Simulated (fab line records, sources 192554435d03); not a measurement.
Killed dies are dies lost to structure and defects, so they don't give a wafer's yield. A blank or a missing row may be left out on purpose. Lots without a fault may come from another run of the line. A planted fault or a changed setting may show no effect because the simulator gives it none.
A struck lot beside a sound one | flow n5_finfet | 36 steps out of a route of 1938
Sound: wafers L456.1, L456.4, L456.6. Struck: wafers L455.1, L455.3, L455.4. The cause comes at the end.
At each step with rows: each side's tool, then ch and its chambers, then its first start. Under that, the readings that differ: sound wafers | struck wafers | difference of the means | sigmas: that difference in standard deviations of wafers without a fault.
alike: readings whose means differ by less than 2 such deviations, and words and numbers that are the same on both sides. not compared: withheld readings, readings that some wafer has no value for, bounds like >300 that may hide the same value, and numbers for which the record gives no deviation and whose values overlap.
The two part at a step that has a row with sigmas, a row that says differs or no value, or rows on one side only. Numbers that don't overlap but have no deviation are shown without sigmas and don't part them. A reading that every wafer of one side lacks parts them only if that side has two wafers or more.

first, 9 steps without rows for these wafers: N5_BEOL_M4_ANNEAL_95 (time 240 s); N5_BEOL_M4_SPUTTER_96 (material Cu, target thk 4.5 nm, time 8.29 s); N5_BEOL_M4_ECD_50 (material Cu, target thk 300 nm); N5_BEOL_M4_ANNEAL_51 (time 90 s); N5_BEOL_M4_CMP_52 (polishes, stops on SiOC, t overpolish 6.8 s, target thk 40 nm); N5_BEOL_M4_PRE_CLEAN_60 (time 15 s); N5_BEOL_M4_CO_CAP_55 (material Co, precursor CCTBA/H2, target thk 2 nm, time 102.1 s); N5_BEOL_M4_PRE_CLEAN_56 (time 15 s); N5_BEOL_M4_DEP_57 (deposits SiCN from 3MS/NH3, target thk 8 nm, time 14 s).
N5_BEOL_M4_RC_MEAS_101:
  sound on prober-01 ch 0, day 12 08:23; struck on prober-02 ch 0, day 11 19:50
  alike: DIBL_N, DIBL_P, IOFF_N, IOFF_P, ION_N, ION_P, SS_N, SS_P, VT_N, VT_P
then, 24 steps without rows for these wafers: N5_BEOL_M5_ILD_DEP_00 (deposits SiCOH lowk from DEMS/porogen, target thk 140.64 nm, time 25.9 s); N5_BEOL_M5_CURE_79 (cures SiCOH lowk, time 240 s); N5_BEOL_M5_PECVD_70 (deposits SiO2 from TEOS/O2, target thk 16 nm, time 18 s); N5_BEOL_M5_HM_DEP_02 (deposits TiN, target thk 20 nm); N5_BEOL_M5_COAT_59 (time 60 s, resist thk 60 nm); N5_BEOL_M5_COAT_60 (time 60 s, resist thk 12 nm); N5_BEOL_M5_COAT_71 (time 60 s, resist thk 5 nm); N5_BEOL_M5_COAT_05 (resist thk 30 nm); N5_BEOL_M5_EBR_07; N5_BEOL_M5_SOFTBAKE_06 (time 60 s); N5_BEOL_M5_EXPOSE_08 (exposes mask M5, target cd 28 nm); N5_BEOL_M5_PEB_09 (peb time 60 s); N5_BEOL_M5_DEVELOP_10 (develop time 30 s); N5_BEOL_M5_DESCUM_16 (chemistry O2, time 7 s); N5_BEOL_M5_ETCH_72 (etches underlayer in N2/H2, target depth 6.5 nm, time 5.2 s); N5_BEOL_M5_ETCH_61 (etches SiARC in CF4, target depth 15.6 nm, time 26 s); N5_BEOL_M5_ETCH_62 (etches SOC in N2/H2, target depth 75 nm, overetch 15 nm, time 112.5 s); N5_BEOL_M5_STRIP_63 (strips in N2/H2); N5_BEOL_M5_STRIP_73 (strips in N2/H2); N5_BEOL_M5_STRIP_64 (strips in CF4); N5_BEOL_M5_HM_OPEN_17 (chemistry Cl2/BCl3, target TiN, target depth 20 nm, overetch 6 nm); N5_BEOL_M5_STRIP_19 (strips in O2); N5_BEOL_M5_COAT_65 (time 60 s, resist thk 60 nm); N5_BEOL_M5_COAT_66 (time 60 s, resist thk 12 nm).
-- the record jumps here: 4 days lie between the struck wafers' starts before and after (it left off in module BEOL_M5 and takes up again in module MIM_TOP, whose first step shown is number 1838 of the route) --
N5_MIM_TOP_SPUTTER_03: material TiN, target thk 35 nm, time 89.7 s.
  sound on pvd_sputter-02, day 15 23:52; struck on pvd_sputter-01, day 15 10:56
  reading                                     | sound                | struck               | difference | sigmas
  cathode_dc_power_W (W)                      | 3000.4 3000.0 2999.6 | 3706.5 3706.7 3707.1 | +706.8     | +99 or more
  model.TiN_of_MIM_TOP_SPUTTER_03.thk_nm (nm) | 34.4 34.6 34.8       | 43.6 43.2 43         | +8.7       |
  alike: throttle_valve_pct
N5_PASSIVATION_PROBE_49:
  sound on prober-02, day 16 12:34; struck on prober-01, day 15 22:44
  reading                  | sound | struck         | difference | sigmas
  defect_limited_yield (%) | 91.4  | 0 0 0          | -91        | -65
  killed_at_other          | 0     | 1077 1081 1082 | +1080      | +99 or more
  killed_dies              | 102   | 1180 1180 1180 | +1078      | +63
  killed_on_rim            | 11    | 152 152 152    | +141       | +35
  sort_n_pass              | 1078  | 0 0 0          | -1078      | -63
  sort_yield_pct (%)       | 91.4  | 0 0 0          | -91        | -65
  alike: killed_at_M0_to_M3, killed_at_M4_up, killed_at_contacts, killed_at_front_end, killed_open, killed_short, sort_bin_5_function, sort_bin_6_memory, sort_bin_8_speed

WHERE THEY PART
First at N5_MIM_TOP_SPUTTER_03; last, within this record, at N5_PASSIVATION_PROBE_49.

WHY: what the simulator had put in
Process parameter drift: pvd_sputter-01, from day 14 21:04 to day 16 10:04, at N5_MIM_TOP_SPUTTER_03. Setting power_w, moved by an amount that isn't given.
